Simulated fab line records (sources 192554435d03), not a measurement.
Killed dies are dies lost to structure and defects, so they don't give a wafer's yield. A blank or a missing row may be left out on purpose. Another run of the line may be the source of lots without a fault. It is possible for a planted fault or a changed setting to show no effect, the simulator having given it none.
fab line records | flow n5Finfet | part 1 of 2: steps 1 to 4 of 6
record: lots: 20 wafers: 60 lastDay: 18
route steps=1938 shown BEOL_M3@1013 BEOL_M4@1034
lots that met no fault: taken from a fault-free run of the same line
startH: hours from the record's first day to the start of the lot's first wafer shown | waitH: time in hours since the lot's previous step | " repeats the value in the row above | L1.1+2: several wafers, shown together as one row | - no value, or no start given | * or withheld: withheld | < > ~ a bound
route shown NAME@n: NAME is a module with steps in the file, n the number in the route of the first one | usual: mean/standard deviation taken from wafers without a fault | same: alike in all rows | chamber/n: place in a boat | sites: the reading at each site | _std_site: the standard deviation of these | _edge_site: inner sites' mean taken away from outer sites' mean | radiusMm: for every site, how far away it sits from the centre of the wafer | mask NAME#n: copy n | behind: the last tool/chamber to shape the wafer | hold: cause of the lot's hold/its duration in hours/its outcome | device: names the non-switching transistor (n, p or np) | end of line: tests of these same wafers at the route's end | a step given without rows: its recipe and nothing more | killed: count of dies lost to structure and defects at first sort (not the wafer's yield) | map: a wafer's dies, x killed, . not, _ none there
set.NAME: setting as actually run; set.NAME@STEP: the setting as run at that earlier step | model.NAME: the simulator's own value behind a step, which no gauge read
the route's steps for a sample of lots (tables are steps, rows are wafers)
services: a tool's chamber out of use, with start hour (startH, from the record's first day; less than 0 if before it), hours out, and reason
== steps ==
step: N5_BEOL_M3_CMP_52
recipe: stopOn: SiOC tOverpolishS: 6.8 downForcePsi: 1 platenRpm: 50 clearingPlatenDownForcePsi: 1.5 clearingPlatenRpm: 50 postCmpClean: cuAlkaline targetThkNm: 40 clearingPlatenPadVelocityMS: 0.99484 padVelocityMS: 0.99484
usual: barrierFieldEndpointS: 25.1/0.72 headPressurePsi: 0.9997/0.0022 motorCurrentA: 6.1/0.59 overpolishRunS: 6.800/0.0092 timeToEndpointS: 66/3.9
columns lot.wafer tool chamber startH waitH barrierFieldEndpointS headPressurePsi motorCurrentA overpolishRunS timeToEndpointS
L075.4 cmp-01 0 151.72 0.2 25.4 0.9995 5.7 6.794 67
L075.2 " 1 " " 24.0 1.0021 5.1 6.802 60
L075.6 " 1 " " 25.0 1.0005 5.4 6.801 60
L074.3 cmp-01 1 153.05 0.3 24.0 0.9999 5.6 6.798 58
L074.6 " 0 " " 25.3 0.9999 5.9 6.801 66
L074.5 " 1 " " 24.2 1.0000 5.0 6.802 61
L076.1 cmp-02 0 157.78 0.3 24.8 0.9954 6.8 6.794 65
L076.4 " 1 " " 25.4 0.9989 6.2 6.801 65
L076.5 " 0 " " 24.8 1.0021 6.8 6.807 66
L077.1 cmp-02 1 175.09 0.3 24.9 1.0000 6.2 6.801 64
L077.4 " 2 " " 25.1 0.9981 6.6 6.803 67
L077.6 " 1 " " 24.3 1.0016 6.5 6.806 61
L078.1 cmp-04 1 177.50 0.3 25.2 1.0002 5.8 6.807 65
L078.6 " 0 " " 24.5 1.0002 6.4 6.788 65
L078.5 " 1 " " 25.3 1.0006 5.9 6.793 65
L079.2 cmp-01 0 182.43 0.2 24.8 0.9993 5.7 6.786 67
L079.3 " 1 " " 24.4 0.9997 5.4 6.813 61
L079.1 " 2 " " 24.5 0.9997 5.5 6.791 60
L082.3 cmp-01 0 204.32 0.2 26.2 1.0022 5.6 6.799 66
L082.4 " 2 " " 25.6 1.0018 5.5 6.816 65
L082.6 " 0 " " 25.8 1.0021 5.9 6.811 70
L083.2 cmp-04 1 206.24 0.2 26.1 0.9980 5.6 6.787 73
L083.4 " 0 " " 25.9 1.0002 6.3 6.811 70
L083.6 " 2 " " 26.2 0.9976 6.1 6.794 70
L084.2 cmp-01 3 208.91 0.2 24.9 0.9980 5.6 6.792 61
L084.4 " 0 " " 24.8 0.9960 5.5 6.811 67
L084.3 " 2 " " 25.1 1.0022 5.6 6.815 65
L087.4 cmp-02 3 228.72 0.2 25.3 1.0048 7.4 6.808 65
L087.1 " 0 " " 25.3 1.0006 6.7 6.809 63
L087.5 " 1 " " 25.1 0.9994 6.4 6.806 60
L085.2 cmp-04 1 231.83 0.2 27.4 1.0010 5.5 6.806 75
L085.1 " 0 " " 26.5 1.0003 6.0 6.802 71
L085.5 " 2 " " 26.3 1.0008 6.1 6.802 73
L088.2 cmp-02 0 234.42 0.3 24.2 1.0018 6.7 6.789 62
L088.4 " 1 " " 24.5 0.9984 6.3 6.806 62
L088.5 " 2 " " 24.9 0.9991 6.6 6.805 63
L089.1 cmp-04 1 245.40 0.3 26.7 0.9953 5.8 6.782 73
L089.6 " 0 " " 25.5 1.0043 6.4 6.769 67
L089.5 " 1 " " 26.0 0.9982 5.8 6.814 70
L090.3 cmp-04 3 246.88 0.2 24.9 0.9983 6.0 6.797 69
L090.4 " 0 " " 23.9 0.9998 6.6 6.809 66
L090.6 " 2 " " 24.5 0.9980 6.2 6.792 69
L091.1 cmp-04 2 255.66 0.3 25.5 0.9986 6.3 6.806 63
L091.6 " 1 " " 25.9 1.0005 5.8 6.795 65
L091.5 " 2 " " 25.9 0.9996 6.1 6.794 65
L094.4 cmp-02 1 281.13 0.1 24.9 0.9979 6.2 6.804 62
L094.2 " 0 " " 24.2 1.0021 6.4 6.810 62
L094.5 " 1 " " 24.5 0.9993 6.4 6.803 62
L092.1 cmp-02 0 281.85 0.3 24.2 0.9989 6.6 6.803 58
L092.4 " 1 " " 24.4 0.9999 6.1 6.814 60
L092.3 " 2 " " 24.5 1.0049 7.1 6.798 61
L095.3 cmp-01 1 289.86 0.2 25.5 1.0036 4.9 6.797 65
L095.5 " 3 " " 25.8 1.0010 5.4 6.791 68
L095.6 " 0 " " 27.0 0.9977 5.6 6.821 72
L096.4 cmp-02 0 302.21 0.2 25.2 1.0038 6.7 6.806 64
L096.1 " 1 " " 24.5 1.0016 6.2 6.805 60
L096.5 " 0 " " 24.7 1.0014 7.0 6.807 60
L097.1 cmp-04 2 309.22 0.4 24.5 1.0006 5.9 6.799 70
L097.6 " 3 " " 25.5 0.9991 6.4 6.790 69
L097.5 " 0 " " 24.8 0.9994 6.1 6.793 67
step: N5_BEOL_M4_CD_MEAS_11
recipe: targetCdNm: 16.79 landingEnergyEv: 500 detector: seInlens polarity: opening
usual: cdNm: 16.67/0.26
columns lot.wafer tool chamber startH waitH cdNm
L075.2 cdSem-01 0 154.41 - 17.03
L075.4 " 0 " " 16.82
L075.6 " 0 " " 17.09
L074.3 cdSem-03 0 154.85 - 16.62
L074.5 " 0 " " 17.05
L074.6 " 0 " " 16.16
L076.1 cdSem-03 0 162.51 - 16.64
L076.4 " 0 " " 16.76
L076.5 " 0 " " 16.97
L077.1 cdSem-01 0 177.44 - 16.63
L077.4 " 0 " " 16.76
L077.6 " 0 " " 16.64
L078.1 cdSem-01 0 179.29 - 16.50
L078.5 " 0 " " 16.75
L078.6 " 0 " " 16.59
L079.1 cdSem-03 0 183.90 - 16.66
L079.2 " 0 " " 16.80
L079.3 " 0 " " 16.47
L082.3 cdSem-02 0 206.41 - 16.96
L082.4 " 0 " " 16.44
L082.6 " 0 " " 16.81
L083.2 cdSem-01 0 208.82 - 16.44
L083.4 " 0 " " 16.55
L083.6 " 0 " " 16.08
L084.2 cdSem-02 0 212.13 - 16.69
L084.3 " 0 " " 16.92
L084.4 " 0 " " 16.87
L087.1 cdSem-03 0 231.31 - 16.39
L087.4 " 0 " " 16.97
L087.5 " 0 " " 17.04
L085.1 cdSem-03 0 235.21 - 16.84
L085.2 " 0 " " 16.77
L085.5 " 0 " " 16.91
L088.2 cdSem-03 0 236.23 - 16.38
L088.4 " 0 " " 16.71
L088.5 " 0 " " 16.59
L089.1 cdSem-01 0 247.95 - 16.74
L089.5 " 0 " " 16.69
L089.6 " 0 " " 16.73
L090.3 cdSem-03 0 248.80 - 16.66
L090.4 " 0 " " 16.77
L090.6 " 0 " " 16.73
L091.1 cdSem-03 0 257.02 - 16.78
L091.5 " 0 " " 16.62
L091.6 " 0 " " 16.51
L094.2 cdSem-01 0 282.69 - 16.42
L094.4 " 0 " " 16.49
L094.5 " 0 " " 16.95
L092.1 cdSem-02 0 284.07 - 16.19
L092.3 " 0 " " 16.38
L092.4 " 0 " " 16.25
L095.3 cdSem-02 0 291.63 - 16.96
L095.5 " 0 " " 16.78
L095.6 " 0 " " 16.68
L096.1 cdSem-02 0 305.00 - 17.04
L096.4 " 0 " " 16.99
L096.5 " 0 " " 16.58
L097.1 cdSem-02 0 312.69 - 16.76
L097.5 " 0 " " 16.52
L097.6 " 0 " " 16.90
step: N5_BEOL_M4_ETCH_77
recipe: chemistry: N2/H2 target: underlayer targetDepthA: 65 maskMaterial: CAR-EUV timeS: 5.2 ionEnergyEv: 200 pressureMtorr: 30 sourceW: 840 biasW: 150 n2FlowSccm: 200 h2FlowSccm: 200 ends: cleared
usual: drypumpMotorCurrentA: 5.7/0.42 etchRfOnTimeS: 5.17/0.13 oesProductAu: 0.69/0.088 rfVppV: 523.1/2.8 showerheadPlenumPTorr: 2.52/0.097 throttleValvePct: 17.76/0.27
columns lot.wafer tool chamber startH waitH drypumpMotorCurrentA etchRfOnTimeS oesProductAu rfHoursCounterH rfVppV showerheadPlenumPTorr throttleValvePct
L075.2 rieDiel-05 1 155.44 0.0 6.1 5.17 0.74 36 521.7 2.51 17.65
L075.4 " 1 " " 6.1 5.11 0.74 - 524.6 2.51 17.68
L075.6 " 0 " " 5.7 5.13 0.59 - 520.3 2.38 17.88
L074.3 rieDiel-05 2 156.01 0.0 5.1 5.39 0.60 199 528.9 2.64 17.75
L074.5 " 2 " " 5.1 5.33 0.61 - 525.7 2.64 17.75
L074.6 " 0 " " 5.7 5.10 0.59 - 518.3 2.38 17.89
L076.1 rieDiel-04 3 163.67 0.0 5.4 5.05 0.78 27 523.3 2.48 17.34
L076.4 " 1 " " 5.2 5.36 0.60 182 522.3 2.43 17.46
L076.5 " 0 " " 5.6 5.20 0.59 - 520.3 2.41 17.90
L077.1 rieDiel-04 2 179.21 0.0 5.9 5.22 0.61 178 526.8 2.65 18.08
L077.4 " 1 " " 5.2 5.34 0.60 187 520.9 2.43 17.47
L077.6 " 2 " " 5.9 5.26 0.62 - 526.9 2.65 18.09
L078.1 rieDiel-05 1 180.35 0.0 6.0 5.10 0.72 46 522.2 2.51 17.68
L078.5 " 2 " " 5.1 5.38 0.60 - 525.4 2.64 17.74
L078.6 " 0 " " 5.7 5.25 0.58 - 519.9 2.38 17.90
L079.1 rieDiel-05 2 185.24 0.0 5.1 5.32 0.59 212 528.0 2.63 17.76
L079.2 " 0 " " 5.7 5.17 0.58 247 519.5 2.37 17.89
L079.3 " 2 " " 5.1 5.32 0.60 - 525.5 2.64 17.78
L082.3 rieDiel-04 3 207.77 0.0 5.4 5.08 0.75 44 521.9 2.48 17.35
L082.4 " 2 " " 5.8 5.24 0.61 - 525.9 2.64 18.11
L082.6 " 1 " " 5.2 5.33 0.60 - 521.3 2.42 17.48
L083.2 rieDiel-05 1 210.63 0.1 6.1 5.18 0.73 - 523.0 2.50 17.68
L083.4 " 1 " " 6.1 5.08 0.72 - 522.2 2.50 17.69
L083.6 " 1 " " 6.1 5.12 0.72 - 523.5 2.50 17.71
L084.2 rieDiel-06 2 214.61 0.0 5.5 5.36 0.59 212 519.0 2.43 18.21
L084.3 " 1 " " 6.0 5.07 0.59 - 523.4 2.50 18.22
L084.4 " 2 " " 5.4 5.27 0.60 - 520.4 2.43 18.22
L087.1 rieDiel-06 0 232.90 0.0 6.6 5.15 0.83 1 522.0 2.48 17.56
L087.4 " 3 " " 6.5 4.91 0.74 - 522.5 2.47 17.81
L087.5 " 0 " " 6.6 5.14 0.85 - 521.7 2.48 17.56
L085.1 rieDiel-06 2 236.49 0.0 5.4 5.34 0.59 222 520.9 2.43 18.24
L085.2 " 0 " " 6.7 5.24 0.81 3 521.0 2.48 17.57
L085.5 " 3 " " 6.4 5.08 0.73 - 523.0 2.47 17.81
L088.2 rieDiel-04 2 238.08 0.0 5.8 5.27 0.60 203 525.1 2.64 18.12
L088.4 " 0 " " 5.6 5.24 0.82 6 527.1 2.72 17.58
L088.5 " 1 " " 5.2 5.41 0.59 - 520.5 2.42 17.52
L089.1 rieDiel-06 3 249.27 0.0 6.5 4.98 0.72 82 521.9 2.47 17.82
L089.5 " 3 " " 6.5 4.95 0.73 - 520.8 2.47 17.83
L089.6 " 0 " " 6.6 5.31 0.80 - 522.5 2.47 17.58
L090.3 rieDiel-05 0 250.02 0.0 5.7 5.04 0.79 11 530.1 2.69 17.41
L090.4 " 1 " " 6.0 5.05 0.70 73 521.3 2.49 17.72
L090.6 " 0 " " 5.7 4.91 0.80 - 527.7 2.69 17.41
L091.1 rieDiel-04 1 258.46 0.0 5.2 5.42 0.59 217 521.2 2.42 17.51
L091.5 " 3 " " 5.4 5.05 0.73 - 522.7 2.47 17.38
L091.6 " 2 " " 5.8 5.26 0.60 - 526.1 2.63 18.14
L094.2 rieDiel-05 3 284.16 0.0 5.6 5.28 0.78 18 524.7 2.51 18.06
L094.4 " 0 " " 5.8 5.03 0.77 22 525.9 2.68 17.43
L094.5 " 1 " " 6.1 5.05 0.70 - 523.6 2.49 17.75
L092.1 rieDiel-04 1 285.24 0.0 5.2 5.48 0.57 225 521.6 2.41 17.56
L092.3 " 3 " " 5.4 5.09 0.71 74 521.3 2.46 17.41
L092.4 " 2 " " 5.8 5.30 0.59 219 526.0 2.63 18.14
L095.3 rieDiel-05 1 293.16 0.0 6.1 5.05 0.70 87 519.8 2.49 17.73
L095.5 " 3 " " 5.6 5.15 0.79 - 520.0 2.51 18.07
L095.6 " 0 " " 5.7 5.05 0.75 - 529.1 2.68 17.43
L096.1 rieDiel-05 0 306.03 0.0 5.7 5.12 0.75 31 526.8 2.68 17.46
L096.4 " 1 " " 6.1 5.19 0.68 - 520.4 2.49 17.75
L096.5 " 3 " " 5.6 5.24 0.77 - 521.8 2.51 18.09
L097.1 rieDiel-05 0 314.03 0.0 5.7 5.15 0.74 35 528.0 2.68 17.46
L097.5 " 3 " " 5.6 5.25 0.76 - 521.1 2.50 18.09
L097.6 " 2 " " 5.1 5.23 0.84 - 524.8 2.62 17.37
step: N5_BEOL_M4_ETCHBACK_99
recipe: chemistry: CHF3 target: SiO2 targetDepthA: 50 timeS: 10.4 sourceW: 215 biasW: 47 Ar_flow_sccm: 200 CHF3_flow_sccm: 12 ionEnergyEv: 100 pressureMtorr: 30
usual: CHF3_flow_sccm: 12.00/0.036 drypumpMotorCurrentA: 5.8/0.46 oes_f_703_au: 0.81/0.1 oesProductAu: 0.80/0.1 rfVppV: 237/5.4 showerheadPlenumPTorr: 2.12/0.081 throttleValvePct: 16.97/0.22
columns lot.wafer tool chamber startH waitH CHF3_flow_sccm drypumpMotorCurrentA oes_f_703_au oesProductAu rfHoursCounterH rfVppV showerheadPlenumPTorr throttleValvePct
L075.2 rieDiel-05 1 156.39 0.5 11.98 6.1 0.87 0.88 36 236 2.12 16.77
L075.4 " 2 " " 11.95 5.1 0.72 0.71 - 238 2.25 17.07
L075.6 " 0 " " 12.06 5.7 0.69 0.70 - 245 2.04 17.34
L074.3 rieDiel-04 1 156.70 0.2 12.01 5.2 0.73 0.71 180 236 2.04 16.68
L074.5 " 2 " " 12.00 5.8 0.73 0.74 - 236 2.22 17.15
L074.6 " 3 " " 12.04 5.3 0.91 0.91 - 237 2.13 16.71
L076.1 rieDiel-06 3 174.26 10.4 11.92 6.4 0.93 0.88 52 228 2.07 16.77
L076.4 " 0 " " 12.03 6.6 0.71 0.69 241 238 2.13 17.46
L076.5 " 3 " " 12.00 6.5 0.92 0.88 - 227 2.06 16.74
L077.1 rieDiel-04 2 180.30 0.1 12.04 5.8 0.74 0.73 178 235 2.22 17.17
L077.4 " 1 " " 12.05 5.2 0.73 0.72 187 236 2.04 16.69
L077.6 " 3 " " 11.91 5.3 0.90 0.90 - 237 2.12 16.75
L078.1 rieDiel-04 2 182.25 1.5 11.95 5.8 0.74 0.73 179 235 2.22 17.18
L078.5 " 2 " " 11.90 5.8 0.74 0.72 - 234 2.22 17.17
L078.6 " 3 " " 11.98 5.3 0.90 0.89 - 236 2.12 16.74
L079.1 rieDiel-06 2 186.97 0.3 12.02 5.5 0.71 0.71 200 248 2.02 17.04
L079.2 " 1 " " 11.95 6.0 0.70 0.70 239 240 2.10 17.35
L079.3 " 0 " " 11.99 6.6 0.71 0.69 247 236 2.13 17.47
L082.3 rieDiel-05 1 208.85 0.9 12.03 6.0 0.86 0.85 - 237 2.11 16.82
L082.4 " 3 " " 11.99 5.6 0.67 0.67 - 231 2.14 17.44
L082.6 " 3 " " 12.02 5.6 0.67 0.66 - 232 2.14 17.45
L083.2 rieDiel-05 1 213.34 2.1 11.98 6.1 0.84 0.84 - 238 2.11 16.83
L083.4 " 1 " " 12.00 6.1 0.84 0.84 - 238 2.11 16.81
L083.6 " 1 " " 12.02 6.0 0.85 0.84 - 239 2.11 16.83
L084.2 rieDiel-04 1 215.02 0.2 11.99 5.2 0.72 0.69 201 237 2.04 16.72
L084.3 " 2 " " 12.01 5.8 0.73 0.70 194 234 2.21 17.19
L084.4 " 2 " " 12.05 5.8 0.73 0.71 - 236 2.21 17.20
L087.1 rieDiel-05 2 234.68 0.4 11.99 5.1 0.69 0.69 231 239 2.24 17.12
L087.4 " 1 " " 11.95 6.1 0.83 0.83 67 238 2.11 16.85
L087.5 " 0 " " 12.01 5.7 0.92 0.93 - 249 2.30 16.88
L085.1 rieDiel-06 2 237.83 1.2 12.00 5.4 0.69 0.68 223 248 2.01 17.10
L085.2 " 0 " " 11.96 6.6 0.97 0.96 4 237 2.13 16.99
L085.5 " 0 " " 11.94 6.6 0.97 0.96 - 238 2.13 16.98
L088.2 rieDiel-06 0 238.31 0.1 11.98 6.6 0.96 0.95 4 236 2.13 16.99
L088.4 " 3 " " 11.99 6.5 0.90 0.85 - 226 2.06 16.80
L088.5 " 0 " " 12.01 6.6 0.97 0.96 - 238 2.13 16.98
L089.1 rieDiel-04 2 261.87 12.5 12.01 5.8 0.71 0.69 213 235 2.21 17.24
L089.5 " 0 " " 11.95 5.6 0.93 0.92 - 239 2.31 16.73
L089.6 " 3 " " 12.01 5.3 0.84 0.85 - 238 2.11 16.79
L090.3 rieDiel-05 0 265.39 15.2 11.99 5.7 0.89 0.92 16 248 2.30 16.89
L090.4 " 1 " " 11.99 6.1 0.82 0.81 77 236 2.11 16.85
L090.6 " 2 " " 12.04 5.1 0.69 0.68 - 239 2.23 17.13
L091.1 rieDiel-06 0 271.13 12.5 12.03 6.6 0.93 0.91 17 236 2.12 17.01
L091.5 " 1 " " 12.05 6.0 0.96 0.97 - 241 2.09 16.90
L091.6 " 2 " " 12.03 5.4 0.68 0.67 - 248 2.01 17.13
L094.2 rieDiel-05 0 291.76 6.8 11.98 5.7 0.87 0.90 25 247 2.30 16.92
L094.4 " 0 " " 12.04 5.7 0.87 0.89 - 249 2.30 16.92
L094.5 " 3 " " 11.98 5.6 0.93 0.93 - 232 2.13 17.06
L092.1 rieDiel-06 2 291.77 6.4 11.99 5.5 0.68 0.67 242 247 2.00 17.13
L092.3 " 0 " " 11.92 6.6 0.92 0.91 21 237 2.12 17.02
L092.4 " 3 " " 12.01 6.5 0.86 0.82 96 229 2.05 16.83
L095.3 rieDiel-06 0 299.29 6.0 12.07 6.6 0.91 0.89 25 235 2.12 17.00
L095.5 " 1 " " 12.02 6.0 0.93 0.95 - 244 2.08 16.91
L095.6 " 0 " " 12.04 6.6 0.91 0.90 - 237 2.12 17.02
L096.1 rieDiel-04 3 314.11 7.9 12.08 5.3 0.83 0.82 85 237 2.11 16.83
L096.4 " 1 " " 12.04 5.2 0.70 0.67 - 234 2.02 16.79
L096.5 " 3 " " 12.06 5.4 0.83 0.82 - 239 2.11 16.82
L097.1 rieDiel-04 2 320.95 6.8 11.99 5.8 0.70 0.69 228 233 2.20 17.25
L097.5 " 0 " " 12.01 5.6 0.89 0.88 - 240 2.31 16.76
L097.6 " 3 " " 12.01 5.3 0.82 0.82 - 237 2.11 16.83
